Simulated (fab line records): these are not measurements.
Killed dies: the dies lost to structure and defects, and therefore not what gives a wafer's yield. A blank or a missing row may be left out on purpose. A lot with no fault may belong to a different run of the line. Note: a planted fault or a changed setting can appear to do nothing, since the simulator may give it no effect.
The tool behind it: which one? + flow n5 finfet + 24 lots, 72 wafers sampled, at 4 steps of a route of 1938

== WHAT EACH GAUGE READ, for each wafer ==
N5_BEOL_M13_CD_MEAS_10 targets a cd of 190 nm. Usual: 190.0 nm for cd nm, sd 1.1.
| lot  | measured     | on        | cd nm (nm)        | flag |
|------|--------------|-----------|-------------------|------|
| L074 | day 11 00:44 | cd sem-02 | 187.8 188.8 187.8 |      |
| L075 | day 11 10:33 | cd sem-01 | 188.3 189.9 188.9 |      |
| L077 | day 11 12:56 | cd sem-03 | 189.9 190.5 190.2 |      |
| L079 | day 11 13:25 | cd sem-03 | 189.8 189.8 190.2 |      |
| L076 | day 11 19:20 | cd sem-02 | 190.1 189.8 190.2 |      |
| L078 | day 11 21:30 | cd sem-03 | 190.9 190.7 188.5 |      |
| L080 | day 12 13:35 | cd sem-02 | 190.2 190.9 189.9 |      |
| L082 | day 12 18:08 | cd sem-03 | 188.8 190.0 189.9 |      |
| L081 | day 12 21:43 | cd sem-01 | 190.0 189.9 189.9 |      |
| L083 | day 13 03:01 | cd sem-03 | 190.8 191.8 191.2 |      |
| L085 | day 13 15:43 | cd sem-03 | 189.4 189.6 188.4 |      |
| L086 | day 13 22:50 | cd sem-02 | 189.1 188.3 188.3 |      |
| L084 | day 14 08:05 | cd sem-03 | 189.3 190.3 190.0 |      |
| L088 | day 14 08:20 | cd sem-02 | 189.5 190.3 188.2 |      |
| L087 | day 14 17:32 | cd sem-03 | 190.8 189.8 187.9 |      |
| L089 | day 14 23:18 | cd sem-01 | 191.0 189.8 189.6 |      |
| L091 | day 15 03:06 | cd sem-02 | 190.5 190.4 188.7 |      |
| L090 | day 15 03:16 | cd sem-01 | 189.5 191.0 191.2 |      |
| L093 | day 15 11:07 | cd sem-03 | 189.9 189.9 190.4 |      |
| L092 | day 15 19:14 | cd sem-02 | 190.5 189.4 190.8 |      |
| L094 | day 16 07:40 | cd sem-03 | 191.8 191.0 191.2 |      |
| L095 | day 16 08:23 | cd sem-03 | 191.0 192.2 191.5 |      |
| L096 | day 16 17:22 | cd sem-01 | 193.2 193.0 192.7 |      |
| L097 | day 16 22:11 | cd sem-03 | 189.7 189.0 188.9 |      |

N5_BEOL_M13_OVL_MEAS_11. Usual: V12_OVL -3 nm, standard deviation 6.
| lot  | measured     | on         | V12_OVL (nm) | flag |
|------|--------------|------------|--------------|------|
| L074 | day 11 00:46 | overlay-02 | -2 -3 -6     |      |
| L075 | day 11 10:35 | overlay-02 | -7 0 -9      |      |
| L077 | day 11 12:58 | overlay-01 | -4 -3 3      |      |
| L079 | day 11 13:26 | overlay-01 | -7 -7 -9     |      |
| L076 | day 11 19:22 | overlay-02 | 5 4 -9       |      |
| L078 | day 11 21:32 | overlay-02 | -3 -2 -4     |      |
| L080 | day 12 13:37 | overlay-02 | 7 5 -7       |      |
| L082 | day 12 18:10 | overlay-01 | -4 -3 -7     |      |
| L081 | day 12 21:44 | overlay-01 | -1 -1 -4     |      |
| L083 | day 13 03:03 | overlay-02 | -3 -6 0      |      |
| L085 | day 13 15:44 | overlay-02 | 5 -2 1       |      |
| L086 | day 13 22:52 | overlay-01 | -1 1 2       |      |
| L084 | day 14 08:07 | overlay-02 | -9 -10 -2    |      |
| L088 | day 14 08:22 | overlay-02 | 8 -6 -4      |      |
| L087 | day 14 17:34 | overlay-02 | -8 5 -5      |      |
| L089 | day 14 23:20 | overlay-02 | 0 6 -6       |      |
| L091 | day 15 03:08 | overlay-02 | -6 -9 -2     |      |
| L090 | day 15 03:18 | overlay-02 | -6 -8 1      |      |
| L093 | day 15 11:08 | overlay-01 | -7 -2 1      |      |
| L092 | day 15 19:16 | overlay-01 | -9 -13 -13   |      |
| L094 | day 16 07:42 | overlay-02 | -2 -15 -5    |      |
| L095 | day 16 08:25 | overlay-02 | -14 -15 -2   |      |
| L096 | day 16 17:24 | overlay-01 | -4 -6 7      |      |
| L097 | day 16 22:13 | overlay-01 | -7 0 2       |      |

== EACH LOT AND THE TOOL THAT RAN IT (in order: tool; ch and the chambers of the sampled wafers; start) ==
| lot  | N5_BEOL_M12_ETCH_67                | N5_BEOL_M12_SPUTTER_43       |
|------|------------------------------------|------------------------------|
| L074 | rie diel-04 ch 0,2,3, day 10 18:47 | pvd sputter-03, day 10 22:56 |
| L075 | rie diel-06 ch 0,2, day 11 07:14   | pvd sputter-02, day 11 08:44 |
| L077 | rie diel-04 ch 1,2,3, day 11 09:29 | pvd sputter-02, day 11 11:08 |
| L079 | rie diel-05 ch 0,1,2, day 11 09:35 | pvd sputter-03, day 11 11:34 |
| L076 | rie diel-05 ch 0,1,3, day 11 14:02 | pvd sputter-01, day 11 17:22 |
| L078 | rie diel-04 ch 1,2, day 11 15:04   | pvd sputter-03, day 11 19:50 |
| L080 | rie diel-04 ch 1,2,3, day 12 09:13 | pvd sputter-03, day 12 11:56 |
| L082 | rie diel-05 ch 2,3, day 12 15:19   | pvd sputter-03, day 12 16:17 |
| L081 | rie diel-06 ch 0,2,3, day 12 18:50 | pvd sputter-01, day 12 20:04 |
| L083 | rie diel-04 ch 2,3, day 12 23:34   | pvd sputter-02, day 13 01:02 |
| L085 | rie diel-05 ch 0,1,2, day 13 11:29 | pvd sputter-02, day 13 13:55 |
| L086 | rie diel-05 ch 2,3, day 13 19:05   | pvd sputter-01, day 13 21:11 |
| L084 | rie diel-04 ch 1,2,3, day 14 03:03 | pvd sputter-03, day 14 05:59 |
| L088 | rie diel-04 ch 1,2, day 14 03:37   | pvd sputter-01, day 14 06:15 |
| L087 | rie diel-04 ch 0,1,2, day 14 11:05 | pvd sputter-01, day 14 15:52 |
| L089 | rie diel-06 ch 0,1,2, day 14 12:18 | pvd sputter-02, day 14 20:33 |
| L091 | rie diel-05 ch 0,1,3, day 14 20:49 | pvd sputter-03, day 15 01:19 |
| L090 | rie diel-05 ch 0,1,3, day 14 23:10 | pvd sputter-02, day 15 01:29 |
| L093 | rie diel-04 ch 0,1,2, day 15 07:28 | pvd sputter-02, day 15 08:40 |
| L092 | rie diel-04 ch 0,1,3, day 15 15:40 | pvd sputter-01, day 15 16:51 |
| L094 | rie diel-05 ch 1,2, day 16 01:44   | pvd sputter-02, day 16 06:01 |
| L095 | rie diel-04 ch 1,2, day 16 04:55   | pvd sputter-01, day 16 06:32 |
| L096 | rie diel-04 ch 1,3, day 16 12:22   | pvd sputter-02, day 16 15:32 |
| L097 | rie diel-04 ch 1,2,3, day 16 17:12 | pvd sputter-02, day 16 20:03 |
- N5_BEOL_M12_ETCH_67: etches SiARC in CF4, target depth 143 nm, time 238.3 s.
- N5_BEOL_M12_SPUTTER_43: material TaN, target thk 15 nm, time 24.19 s.

== WHAT THE TOOLS THEMSELVES READ (means of the sampled wafers that have a number; where no wafer has one, the mark that the record gives instead) ==
N5_BEOL_M12_ETCH_67. Usual: drypump motor current A 5.7 A (standard deviation 0.32); etch rf on time s 237.7 s (standard deviation 2.7); oes product au 0.69 a.u. (standard deviation 0.055); rf fwd power W 543.2 W (standard deviation 1.7); rf vpp V 184.5 V (standard deviation 0.91); showerhead plenum p Torr 2.17 Torr (standard deviation 0.047); throttle valve pct 15.46 % (standard deviation 0.23).
| lot  | tool        | drypump motor current A (A) | etch rf on time s (s) | oes product au (a.u.) | rf fwd power W (W) | rf vpp V (V) | showerhead plenum p Torr (Torr) | throttle valve pct (%) | flag |
|------|-------------|-----------------------------|-----------------------|-----------------------|--------------------|--------------|---------------------------------|------------------------|------|
| L074 | rie diel-04 | 5.6                         | 235.0                 | 0.73                  | 543.0              | 184.6        | 2.17                            | 15.51                  |      |
| L075 | rie diel-06 | 5.7                         | 237.6                 | 0.63                  | 545.2              | 183.6        | 2.08                            | 15.63                  |      |
| L077 | rie diel-04 | 5.8                         | 233.9                 | 0.72                  | 544.3              | 184.5        | 2.17                            | 15.42                  |      |
| L079 | rie diel-05 | 5.5                         | 236.2                 | 0.69                  | 543.5              | 184.7        | 2.22                            | 15.38                  |      |
| L076 | rie diel-05 | 5.5                         | 238.8                 | 0.72                  | 541.7              | 184.7        | 2.20                            | 15.46                  |      |
| L078 | rie diel-04 | 5.9                         | 233.3                 | 0.68                  | 543.6              | 184.8        | 2.16                            | 15.61                  |      |
| L080 | rie diel-04 | 5.8                         | 236.6                 | 0.71                  | 541.9              | 184.3        | 2.17                            | 15.45                  |      |
| L082 | rie diel-05 | 5.8                         | 236.3                 | 0.74                  | 543.6              | 185.0        | 2.15                            | 15.19                  |      |
| L081 | rie diel-06 | 6.1                         | 236.5                 | 0.68                  | 542.4              | 184.8        | 2.14                            | 15.39                  |      |
| L083 | rie diel-04 | 5.7                         | 236.8                 | 0.71                  | 541.0              | 184.5        | 2.16                            | 15.45                  |      |
| L085 | rie diel-05 | 5.5                         | 239.3                 | 0.67                  | 543.2              | 185.3        | 2.22                            | 15.42                  |      |
| L086 | rie diel-05 | 5.9                         | 237.9                 | 0.75                  | 541.3              | 184.0        | 2.12                            | 15.29                  |      |
| L084 | rie diel-04 | 5.8                         | 232.6                 | 0.69                  | 542.9              | 183.6        | 2.16                            | 15.48                  |      |
| L088 | rie diel-04 | 6.0                         | 238.9                 | 0.66                  | 543.8              | 184.5        | 2.15                            | 15.48                  |      |
| L087 | rie diel-04 | 5.8                         | 237.6                 | 0.67                  | 544.5              | 184.8        | 2.15                            | 15.59                  |      |
| L089 | rie diel-06 | 6.0                         | 241.0                 | 0.63                  | 543.7              | 183.8        | 2.13                            | 15.63                  |      |
| L091 | rie diel-05 | 5.6                         | 241.4                 | 0.68                  | 543.4              | 184.7        | 2.19                            | 15.54                  |      |
| L090 | rie diel-05 | 5.6                         | 239.7                 | 0.68                  | 544.8              | 184.1        | 2.19                            | 15.52                  |      |
| L093 | rie diel-04 | 5.8                         | 238.8                 | 0.66                  | 542.8              | 184.0        | 2.15                            | 15.59                  |      |
| L092 | rie diel-04 | 5.7                         | 236.4                 | 0.69                  | 542.8              | 184.3        | 2.16                            | 15.43                  |      |
| L094 | rie diel-05 | 5.7                         | 240.4                 | 0.65                  | 543.8              | 184.6        | 2.18                            | 15.30                  |      |
| L095 | rie diel-04 | 6.0                         | 240.2                 | 0.65                  | 544.8              | 184.5        | 2.15                            | 15.52                  |      |
| L096 | rie diel-04 | 5.9                         | 239.1                 | 0.67                  | 545.1              | 184.2        | 2.15                            | 15.35                  |      |
| L097 | rie diel-04 | 5.8                         | 237.0                 | 0.66                  | 544.0              | 184.0        | 2.15                            | 15.52                  |      |

N5_BEOL_M12_SPUTTER_43. Usual: cathode dc power W 15000 W, standard deviation 2.7; chamber pressure pa 0.12 Pa, standard deviation 0.00026; throttle valve pct 30.2 %, standard deviation 0.9.
| lot  | tool           | cathode dc power W (W) | chamber pressure pa (Pa) | throttle valve pct (%) | flag |
|------|----------------|------------------------|--------------------------|------------------------|------|
| L074 | pvd sputter-03 | 15001                  | 0.12                     | 30.1                   |      |
| L075 | pvd sputter-02 | 15000                  | 0.12                     | 30.4                   |      |
| L077 | pvd sputter-02 | 14999                  | 0.12                     | 30.3                   |      |
| L079 | pvd sputter-03 | 15001                  | 0.12                     | 29.8                   |      |
| L076 | pvd sputter-01 | 15001                  | 0.12                     | 30.1                   |      |
| L078 | pvd sputter-03 | 15001                  | 0.12                     | 30.8                   |      |
| L080 | pvd sputter-03 | 14999                  | 0.12                     | 30.0                   |      |
| L082 | pvd sputter-03 | 15001                  | 0.12                     | 29.7                   |      |
| L081 | pvd sputter-01 | 15002                  | 0.12                     | 30.0                   |      |
| L083 | pvd sputter-02 | 15000                  | 0.12                     | 29.7                   |      |
| L085 | pvd sputter-02 | 14997                  | 0.12                     | 29.8                   |      |
| L086 | pvd sputter-01 | 15003                  | 0.12                     | 29.5                   |      |
| L084 | pvd sputter-03 | 15000                  | 0.12                     | 29.6                   |      |
| L088 | pvd sputter-01 | 15000                  | 0.12                     | 30.6                   |      |
| L087 | pvd sputter-01 | 15001                  | 0.12                     | 30.6                   |      |
| L089 | pvd sputter-02 | 14999                  | 0.12                     | 29.4                   |      |
| L091 | pvd sputter-03 | 15001                  | 0.12                     | 29.9                   |      |
| L090 | pvd sputter-02 | 14998                  | 0.12                     | 30.4                   |      |
| L093 | pvd sputter-02 | 15000                  | 0.12                     | 30.1                   |      |
| L092 | pvd sputter-01 | 15002                  | 0.12                     | 30.7                   |      |
| L094 | pvd sputter-02 | 14999                  | 0.12                     | 30.1                   |      |
| L095 | pvd sputter-01 | 14998                  | 0.12                     | 31.4                   |      |
| L096 | pvd sputter-02 | 15000                  | 0.12                     | 30.4                   |      |
| L097 | pvd sputter-02 | 15000                  | 0.12                     | 30.3                   |      |

== THE ANSWER, worked out from the rows above alone ==
Rule: take the mean of a lot's wafers that have a number; if it is more than 3 standard deviations from the usual mean, the lot is off. Also off: a lot with no number at a reading for which 4 or more lots have one. Any other lot the step has rows for is counted as sound. First the gauges in route order, then the tools' own readings, where a lot's mean is used as printed above. The first step at which some lot is off is used, and at that step the reading that is off furthest; a lot without a number counts as furthest.
No lot is off at any reading shown: from this, nothing can be told.

== WHAT THE SIMULATOR HAD PUT IN ==
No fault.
